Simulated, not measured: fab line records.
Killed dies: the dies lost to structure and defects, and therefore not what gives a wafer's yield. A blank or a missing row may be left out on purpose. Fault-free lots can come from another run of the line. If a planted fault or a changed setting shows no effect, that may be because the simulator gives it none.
fab line records	flow nand_harc
record lots=14	wafers=42	last_day=24
route steps=1159 shown A_STAIRCASE@564
lots that met no fault: from a run of the same line without faults
start_h: the number of hours between the record's first day and the start of the first shown wafer of the lot	wait_h: hours elapsed since this lot's preceding step	" as in the row above	L1.1+2: a single row standing in for several wafers	- no value present, or no start provided	* or withheld: withheld	< > ~ a bound
route shown NAME@n: a module of which the file shows steps, and the number in the route of the first	usual: average and standard deviation across the fault-free wafers	same: alike in all rows	chamber/n: place in a boat	sites: the reading at each site	_std_site: standard deviation across them	_edge_site: inner sites' mean taken away from outer sites' mean	radius_mm: for every site, how far away it sits from the centre of the wafer	mask NAME#n: copy n	behind: the most recent tool/chamber to have shaped the wafer	hold: what put the lot on hold/how long, in hours/how the hold closed	device: whichever transistor did not switch (one of n, p or np)	end of line: tests run on the same wafers once the route is complete	for a step that has no rows: nothing shown but its recipe	killed: dies lost to structure and defects at the first sort, not the wafer's yield	map: shows each die of a wafer: x if killed, . if not, _ if none is there
set.NAME: setting as actually run; set.NAME@STEP: the setting as run at that earlier step	model.NAME: the simulator's own value behind a step, which no gauge read
steps of the route over a sample of lots; a table a step, a row a wafer
services: from which hour (start_h, from the record's first day; less than 0 if before it) a tool's chamber was out of use, for how many hours, and why
## steps
# step NHARC_A_STAIRCASE_ETCH_27
# recipe target_depth_a=1000	time_s=40.5	ion_energy_ev=400	c4f8_flow_sccm=20	o2_flow_sccm=10	ar_flow_sccm=withheld	rf_w=600	bias_w=1000	chemistry=C4F8/O2
# usual chamber_pressure_mTorr=25.003/0.023	oes_product_au=0.937/0.015	rf_vpp_V=896/7	run_length_s=61.79/0.29
lot.wafer	tool	chamber	start_h	wait_h	chamber_pressure_mTorr	oes_product_au	rf_hours_counter_h	rf_vpp_V	run_length_s
L803.1	rie_diel-03	2	-	-	25.030	0.924	4	904	62.44
L803.4	"	3	"	"	25.024	0.921	4	888	61.99
L803.2	"	0	"	"	25.030	0.935	3	905	62.15
L806.2	rie_diel-11	3	-	-	24.970	0.916	23	889	61.82
L806.3	"	1	"	"	24.988	0.925	23	887	61.67
L806.6	"	3	"	"	25.031	0.926	-	890	61.83
L807.4	rie_diel-03	3	-	-	24.993	0.935	13	889	61.63
L807.2	"	1	"	"	24.983	0.936	13	893	61.42
L807.6	"	0	"	"	24.999	0.932	-	905	62.18
L808.1	rie_diel-03	2	-	-	24.950	0.944	20	905	62.27
L808.4	"	3	"	"	25.018	0.952	20	889	61.67
L808.6	"	2	"	"	25.000	0.948	-	904	61.81
L809.1	rie_diel-02	0	-	-	25.010	0.941	46	906	61.53
L809.4	"	2	"	"	25.045	0.940	46	898	61.70
L809.5	"	1	"	"	24.972	0.952	-	902	61.62
L810.1	rie_diel-02	3	-	-	25.016	0.949	49	891	61.49
L810.4	"	2	"	"	24.964	0.934	49	898	62.00
L810.5	"	0	"	"	25.024	0.930	-	906	62.17
L812.3	rie_diel-11	0	-	-	25.022	0.932	33	905	62.34
L812.1	"	1	"	"	25.006	0.925	34	888	61.71
L812.6	"	2	"	"	24.996	0.944	-	888	61.89
L811.3	rie_diel-11	1	-	-	25.022	0.926	36	889	61.25
L811.1	"	2	"	"	25.029	0.952	35	888	61.77
L811.6	"	3	"	"	24.980	0.922	-	889	61.48
L817.2	rie_diel-03	0	-	-	25.022	0.954	36	906	61.60
L817.3	"	1	"	"	25.019	0.951	26	893	61.39
L817.6	"	0	"	"	25.047	0.958	-	904	61.96
L820.3	rie_diel-03	0	-	-	24.944	0.940	42	906	61.78
L820.1	"	1	"	"	25.023	0.934	32	893	61.85
L820.2	"	3	"	"	25.026	0.923	44	888	62.28
L818.2	rie_diel-11	1	-	-	25.005	0.904	51	888	61.78
L818.1	"	3	"	"	25.014	0.907	47	889	61.62
L818.5	"	3	"	"	25.036	0.898	-	888	61.64
L819.4	rie_diel-03	2	-	-	24.965	0.944	35	904	62.06
L819.2	"	0	"	"	25.003	0.946	46	904	61.70
L819.6	"	3	"	"	24.969	0.936	-	889	61.65
L822.4	rie_diel-11	1	-	-	25.000	0.925	56	889	61.27
L822.6	"	2	"	"	25.010	0.934	-	887	62.29
L822.5	"	3	"	"	25.021	0.934	-	890	61.53
L824.4	rie_diel-02	3	-	-	24.979	0.935	10	892	61.52
L824.5	"	2	"	"	25.008	0.963	-	898	61.80
L824.6	"	3	"	"	24.986	0.934	-	892	61.81
# step NHARC_A_STAIRCASE_ETCH_190
# recipe target_depth_a=1000	time_s=40.5	ion_energy_ev=400	c4f8_flow_sccm=20	o2_flow_sccm=10	ar_flow_sccm=withheld	rf_w=600	bias_w=1000	chemistry=C4F8/O2
# usual chamber_pressure_mTorr=25.000/0.022	oes_product_au=0.939/0.015	rf_vpp_V=896/6.9	run_length_s=61.8/0.31
lot.wafer	tool	chamber	start_h	wait_h	chamber_pressure_mTorr	oes_product_au	rf_hours_counter_h	rf_vpp_V	run_length_s
L803.2	rie_diel-03	2	-	-	25.004	0.939	5	905	62.0
L803.1	"	3	"	"	25.020	0.939	5	888	61.7
L803.4	"	1	"	"	24.987	0.943	4	894	61.3
L806.3	rie_diel-03	1	-	-	24.985	0.959	13	892	61.6
L806.2	"	2	"	"	25.002	0.952	15	906	61.9
L806.6	"	1	"	"	24.999	0.947	-	892	61.3
L807.2	rie_diel-11	2	-	-	25.010	0.954	25	888	62.6
L807.4	"	3	"	"	25.003	0.925	24	890	61.5
L807.6	"	1	"	"	25.006	0.928	-	890	61.3
L808.1	rie_diel-11	0	-	-	24.993	0.945	27	905	62.4
L808.4	"	2	"	"	25.035	0.957	28	887	62.1
L808.6	"	3	"	"	24.987	0.922	-	890	61.4
L809.4	rie_diel-02	1	-	-	25.017	0.925	45	901	61.6
L809.1	"	2	"	"	24.977	0.922	47	898	61.8
L809.5	"	0	"	"	25.012	0.905	-	904	61.6
L810.4	rie_diel-02	3	-	-	24.969	0.947	51	892	61.5
L810.1	"	1	"	"	24.990	0.939	49	901	61.9
L810.5	"	0	"	"	25.043	0.917	-	905	61.7
L812.3	rie_diel-02	2	-	-	24.994	0.933	53	899	61.7
L812.1	"	3	"	"	25.023	0.936	52	892	61.7
L812.6	"	1	"	"	24.994	0.943	-	902	61.5
L811.1	rie_diel-02	3	-	-	24.979	0.969	54	893	61.9
L811.3	"	0	"	"	25.014	0.934	53	903	61.6
L811.6	"	2	"	"	25.030	0.939	-	898	61.6
L817.2	rie_diel-03	0	-	-	25.040	0.930	37	905	61.8
L817.3	"	3	"	"	25.011	0.923	39	887	62.0
L817.6	"	3	"	"	25.004	0.927	-	887	61.9
L820.1	rie_diel-03	2	-	-	24.980	0.961	33	903	62.3
L820.2	"	3	"	"	25.009	0.937	45	888	61.6
L820.3	"	0	"	"	24.988	0.952	44	903	62.1
L818.1	rie_diel-03	1	-	-	25.007	0.963	34	893	61.3
L818.2	"	2	"	"	25.005	0.957	34	905	62.1
L818.5	"	1	"	"	24.968	0.970	-	892	61.4
L819.2	rie_diel-11	3	-	-	25.002	0.916	51	888	61.5
L819.4	"	2	"	"	25.018	0.929	50	886	61.9
L819.6	"	0	"	"	25.015	0.926	-	906	61.8
L822.4	rie_diel-02	1	-	-	24.997	0.950	4	901	61.9
L822.6	"	0	"	"	24.968	0.935	-	905	62.0
L822.5	"	1	"	"	24.992	0.953	-	901	61.5
L824.6	rie_diel-11	0	-	-	24.996	0.949	-	903	61.8
L824.5	"	2	"	"	25.047	0.947	-	887	62.3
L824.4	"	3	"	"	25.012	0.924	-	889	61.5
# step NHARC_A_STAIRCASE_TRIM_196
# recipe time_s=211.2	o2_flow_sccm=500	ar_flow_sccm=0	bias_w=0	chemistry=O2
# usual chamber_pressure_mTorr=60.00/0.055	drypump_motor_current_A=5.8/0.64	o2_flow_sccm=500.0/1.5	oes_product_au=0.996/0.014	rf_vpp_V=57.7/0.97	showerhead_plenum_p_Torr=3.51/0.19	throttle_valve_pct=17.037/0.0087
lot.wafer	tool	chamber	start_h	wait_h	chamber_pressure_mTorr	drypump_motor_current_A	o2_flow_sccm	oes_product_au	rf_hours_counter_h	rf_vpp_V	showerhead_plenum_p_Torr	throttle_valve_pct
L803.4	rie_diel-02	2	234.22	0.1	60.02	6.8	500.1	0.993	30	57.5	3.60	17.032
L803.2	"	0	"	"	60.05	4.9	498.2	0.980	30	59.2	3.79	17.041
L803.1	"	1	"	"	59.95	6.6	501.3	0.993	29	58.4	3.68	17.031
L806.3	rie_diel-03	2	265.74	0.1	60.01	5.5	500.3	0.987	15	58.0	3.77	17.045
L806.2	"	3	"	"	59.99	5.6	500.7	1.001	15	56.4	3.32	17.039
L806.6	"	0	"	"	59.91	5.7	499.4	1.006	-	58.5	3.77	17.038
L807.4	rie_diel-11	3	266.09	0.1	59.98	5.3	499.0	0.989	24	56.9	3.35	17.031
L807.2	"	0	"	"	60.05	6.8	500.2	0.995	24	57.2	3.79	17.015
L807.6	"	1	"	"	59.94	5.5	498.1	0.982	-	57.1	3.32	17.022
L808.1	rie_diel-11	1	282.34	0.2	60.10	5.5	499.9	0.978	29	56.0	3.32	17.052
L808.4	"	3	"	"	59.97	5.4	499.5	0.961	27	58.0	3.35	17.042
L808.6	"	0	"	"	59.96	6.9	499.6	0.988	-	59.2	3.79	17.021
L809.4	rie_diel-02	2	284.35	0.1	60.15	6.8	496.5	1.003	48	57.8	3.59	17.023
L809.1	"	3	"	"	60.03	5.5	498.0	1.021	48	56.9	3.42	17.033
L809.5	"	3	"	"	59.98	5.5	499.0	1.025	-	58.3	3.42	17.044
L810.1	rie_diel-11	1	289.79	0.1	60.04	5.5	500.3	0.970	35	57.4	3.32	17.042
L810.4	"	0	"	"	60.03	6.9	499.8	0.996	33	57.9	3.79	17.053
L810.5	"	1	"	"	60.03	5.5	498.8	0.983	-	57.8	3.32	17.037
L812.1	rie_diel-03	3	291.35	0.1	59.92	5.5	499.2	1.002	27	55.3	3.32	17.039
L812.3	"	2	"	"	59.95	5.5	499.1	1.001	26	58.5	3.76	17.034
L812.6	"	3	"	"	60.05	5.6	497.7	1.004	-	57.5	3.32	17.043
L811.3	rie_diel-02	1	295.62	0.1	60.04	6.6	500.5	1.005	52	57.6	3.67	17.031
L811.1	"	2	"	"	59.97	6.8	497.7	1.011	54	58.2	3.59	17.032
L811.6	"	3	"	"	60.00	5.6	499.7	1.006	-	57.5	3.41	17.037
L817.3	rie_diel-03	3	325.80	0.1	59.94	5.6	502.7	0.999	40	58.3	3.31	17.033
L817.2	"	0	"	"	59.87	5.7	503.0	1.006	38	58.5	3.75	17.042
L817.6	"	1	"	"	60.04	5.2	501.7	1.006	-	56.8	3.43	17.038
L820.1	rie_diel-11	3	336.08	0.1	59.91	5.4	500.8	0.981	48	58.1	3.34	17.033
L820.2	"	0	"	"	59.91	6.9	498.2	1.001	44	59.9	3.78	17.040
L820.3	"	1	"	"	60.00	5.5	498.4	0.992	52	57.3	3.31	17.039
L818.2	rie_diel-02	0	337.18	0.1	60.00	4.9	500.7	0.999	0	59.8	3.77	17.028
L818.1	"	1	"	"	59.95	6.6	500.3	1.015	0	58.6	3.66	17.032
L818.5	"	3	"	"	60.00	5.5	501.1	0.990	-	58.7	3.41	17.043
L819.2	rie_diel-02	0	342.27	0.1	60.09	4.9	502.7	1.008	2	56.7	3.77	17.049
L819.4	"	2	"	"	59.98	6.8	498.6	1.014	2	57.6	3.58	17.030
L819.6	"	3	"	"	60.02	5.5	500.8	0.999	-	59.0	3.41	17.033
L822.4	rie_diel-11	0	349.08	0.1	60.01	6.8	500.2	0.990	48	58.5	3.78	17.044
L822.5	"	2	"	"	60.08	6.1	499.9	1.007	-	57.1	3.30	17.036
L822.6	"	3	"	"	59.97	5.3	498.0	0.974	-	58.5	3.34	17.040
L824.5	rie_diel-11	0	367.33	0.2	60.05	6.8	500.5	0.994	-	58.4	3.78	17.031
L824.6	"	2	"	"	60.01	6.1	500.1	1.005	-	55.9	3.30	17.029
L824.4	"	3	"	"	59.91	5.3	497.9	0.975	-	58.3	3.33	17.040
# step NHARC_A_STAIRCASE_ETCH_203
# recipe target_depth_a=1000	time_s=40.5	ion_energy_ev=400	c4f8_flow_sccm=20	o2_flow_sccm=10	ar_flow_sccm=withheld	rf_w=600	bias_w=1000	chemistry=C4F8/O2
# usual chamber_pressure_mTorr=24.998/0.026	oes_product_au=0.940/0.017	rf_vpp_V=896/6.9	run_length_s=61.8/0.31
lot.wafer	tool	chamber	start_h	wait_h	chamber_pressure_mTorr	oes_product_au	rf_hours_counter_h	rf_vpp_V	run_length_s
L803.4	rie_diel-02	1	235.23	-	24.984	0.945	30	901	61.4
L803.1	"	3	"	"	25.014	0.986	32	893	61.7
L803.2	"	0	"	"	24.980	0.955	31	905	61.5
L806.2	rie_diel-03	3	266.59	-	25.015	0.932	15	887	61.7
L806.3	"	0	"	"	24.994	0.964	13	904	61.6
L806.6	"	2	"	"	25.024	0.953	-	903	62.1
L807.4	rie_diel-11	0	267.20	-	24.981	0.944	25	905	61.7
L807.2	"	1	"	"	24.939	0.944	26	888	61.9
L807.6	"	3	"	"	24.996	0.920	-	889	61.7
L808.1	rie_diel-11	2	285.07	-	24.996	0.930	30	888	61.9
L808.4	"	3	"	"	24.988	0.910	29	889	62.0
L808.6	"	2	"	"	25.000	0.934	-	889	62.5
L809.4	rie_diel-02	3	285.32	-	24.999	0.959	48	891	61.5
L809.1	"	1	"	"	25.017	0.962	48	902	61.9
L809.5	"	3	"	"	25.039	0.959	-	892	62.2
L810.4	rie_diel-11	3	290.91	-	24.999	0.907	33	889	61.6
L810.1	"	0	"	"	24.988	0.914	34	905	61.9
L810.5	"	3	"	"	24.979	0.906	-	888	61.9
L812.1	rie_diel-03	3	292.40	-	25.008	0.951	27	889	61.5
L812.3	"	0	"	"	24.983	0.948	26	904	62.1
L812.6	"	3	"	"	25.030	0.942	-	889	61.8
L811.3	rie_diel-02	3	296.47	-	24.970	0.951	54	893	62.0
L811.1	"	1	"	"	24.970	0.963	52	900	62.0
L811.6	"	2	"	"	25.013	0.946	-	897	62.2
L817.3	rie_diel-03	3	327.47	-	25.018	0.932	41	889	61.9
L817.2	"	1	"	"	24.990	0.947	29	893	61.7
L817.6	"	1	"	"	24.982	0.936	-	892	61.7
L820.3	rie_diel-11	0	337.18	-	24.991	0.928	44	905	61.9
L820.1	"	1	"	"	25.010	0.917	52	889	61.8
L820.2	"	2	"	"	25.031	0.953	48	888	62.0
L818.1	rie_diel-02	3	338.03	-	24.956	0.948	0	893	50.2
L818.2	"	1	"	"	25.010	0.978	0	901	49.8
L818.5	"	3	"	"	25.021	0.943	-	892	50.0
L819.4	rie_diel-02	1	343.14	-	25.034	0.979	2	901	49.8
L819.2	"	0	"	"	25.039	0.946	2	904	50.1
L819.6	"	2	"	"	24.980	0.986	-	897	50.3
L822.4	rie_diel-11	2	349.97	-	24.990	0.956	53	888	62.3
L822.5	"	0	"	"	24.977	0.953	-	905	62.3
L822.6	"	1	"	"	25.002	0.946	-	889	61.4
L824.4	rie_diel-03	1	368.31	-	24.999	0.934	44	892	61.5
L824.5	"	0	"	"	25.024	0.940	-	902	62.1
L824.6	"	1	"	"	25.010	0.931	-	894	61.7
## services
tool	chamber	start_h	hours	kind
rie_diel-03	-	215.54	9.0	pm
rie_diel-11	0	224.68	-	clean
rie_diel-11	1	224.68	-	clean
rie_diel-11	2	224.68	-	clean
rie_diel-11	3	224.68	-	clean
rie_diel-02	3	238.15	6.9	repair
rie_diel-11	0	249.44	-	clean
rie_diel-11	1	249.44	-	clean
rie_diel-11	2	249.44	-	clean
rie_diel-11	3	249.44	-	clean
rie_diel-11	0	273.97	-	clean
rie_diel-11	1	273.97	-	clean
rie_diel-11	2	273.97	-	clean
rie_diel-11	3	273.97	-	clean
rie_diel-11	0	298.63	-	clean
rie_diel-11	1	298.63	-	clean
rie_diel-11	2	298.63	-	clean
rie_diel-11	3	298.63	-	clean
rie_diel-11	0	306.26	16.5	repair
rie_diel-11	1	308.35	5.1	repair
rie_diel-03	2	312.97	20.5	repair
rie_diel-02	-	327.80	9.0	pm
rie_diel-11	2	329.28	7.2	repair
rie_diel-11	-	368.22	9.0	pm
## key
first_sign step=NHARC_A_STAIRCASE_ETCH_203	reading=run_length_s	direction=down	sigmas=38	usual=*	struck=*
effect none on later readings
met_at NHARC_A_STAIRCASE_ETCH_203
struck_lots L818,L819
later_rows_left_out L818.1,L818.2,L818.5,L819.2,L819.4,L819.6
sort_left_out L818.1,L818.2,L818.5,L819.2,L819.4,L819.6
tester_left_out L818,L819
not_acting_at NHARC_A_STAIRCASE_ETCH_27,NHARC_A_STAIRCASE_ETCH_190,NHARC_A_STAIRCASE_TRIM_196
onset_between 296.47 338.03
fault kind=process_parameter_drift	tool=rie_diel-02	chamber=-	onset_h=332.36	steps=NHARC_A_STAIRCASE_ETCH_203	channel=time_s	offset=*	shape=step	end_h=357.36	acts_in=*	stated=*
# tester_left_out: of these lots the tester's yield and bins aren't shown, on N5 and GAA mostly nor the transistor test; their killed dies are dies lost to structure and defects alone, not to doping, threshold or leakage, so they don't give the yield
# sort_left_out: the simulated sort isn't trusted on such a fault, so these wafers' sort isn't shown, and their yield isn't known
# later_rows_left_out: the simulator's readings of these wafers behind a module that went badly wrong aren't trusted and aren't shown, but for the sort
